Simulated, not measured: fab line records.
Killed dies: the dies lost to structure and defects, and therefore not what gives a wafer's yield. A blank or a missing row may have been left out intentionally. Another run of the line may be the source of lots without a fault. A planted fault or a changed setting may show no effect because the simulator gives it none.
Matching of chambers ; flow nand harc ; NHARC_P_M2_DESCUM_14 on rie diel-03 has 4 sister chambers
The step chemistry O2, time 3 s. 16 wafers are shown with their chamber, then 8 later ones without.

## EACH WAFER AND ITS CHAMBER
wafer;chamber;rf vpp V (V);oes product au (a.u.);throttle valve pct (%)
L178.1;1;58.7;1.017;11.304
L178.3;0;57.4;1.004;11.309
L178.6;0;57.5;0.993;11.315
L181.3;3;59.4;1.010;11.305
L181.5;1;58.0;1.024;11.306
L181.6;0;58.7;1.013;11.320
L182.1;2;55.0;0.995;11.312
L182.3;1;58.2;1.017;11.308
L182.5;0;57.1;0.988;11.305
L186.3;3;58.7;1.003;11.307
L186.5;2;58.0;1.007;11.306
L186.6;3;58.5;1.006;11.319
L187.1;3;57.3;1.009;11.318
L187.3;2;55.2;1.013;11.317
L187.5;3;58.0;1.004;11.318
L198.1;0;58.3;1.014;11.315

SIGNATURES (means of the wafers above)
reading;chamber 0;chamber 1;chamber 2;chamber 3;scatter within a chamber
rf vpp V;57.800;58.300;56.067;58.380;0.92
oes product au;1.00240;1.01933;1.00500;1.00640;0.00808
throttle valve pct;11.31280;11.30600;11.31167;11.31340;0.00571
Rule: for a wafer and a chamber, the distance is found by dividing, reading by reading, the gap between the wafer's reading and the chamber's mean by the reading's scatter, squaring, summing and taking the root. The wafer belongs to the nearest chamber; if the next one is less than 2 further off, it can't be placed. The scatter: the root of (the sum of the squares of (reading less its chamber's mean) over the shown wafers, divided by (wafers less chambers)).

## WAFERS MISSING THEIR CHAMBER
wafer;rf vpp V (V);oes product au (a.u.);throttle valve pct (%)
L198.4;58.3;1.000;11.319
L198.6;56.7;1.024;11.316
L197.4;57.5;1.016;11.293
L197.5;58.0;0.991;11.304
L197.6;59.8;0.995;11.305
L201.1;56.1;0.987;11.313
L201.2;58.6;0.996;11.312
L201.6;58.8;0.992;11.314

## THE CHAMBER EACH PASSED THROUGH
wafer;from the rows above;in truth
L198.4;can't be placed: 0 or 3 or 2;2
L198.6;can't be placed: 1 or 2 or 3 or 0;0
L197.4;can't be placed: 1 or 0 or 2 or 3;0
L197.5;can't be placed: 0 or 3 or 2 or 1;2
L197.6;can't be placed: 3 or 0 or 1 or 2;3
L201.1;can't be placed: 2 or 0 or 3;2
L201.2;can't be placed: 0 or 3 or 2 or 1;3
L201.6;can't be placed: 0 or 3 or 2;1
Placed correctly: 0 of 8. These rows do not allow placing 8 (true chamber among the candidates in 7). 0 placed wrongly.
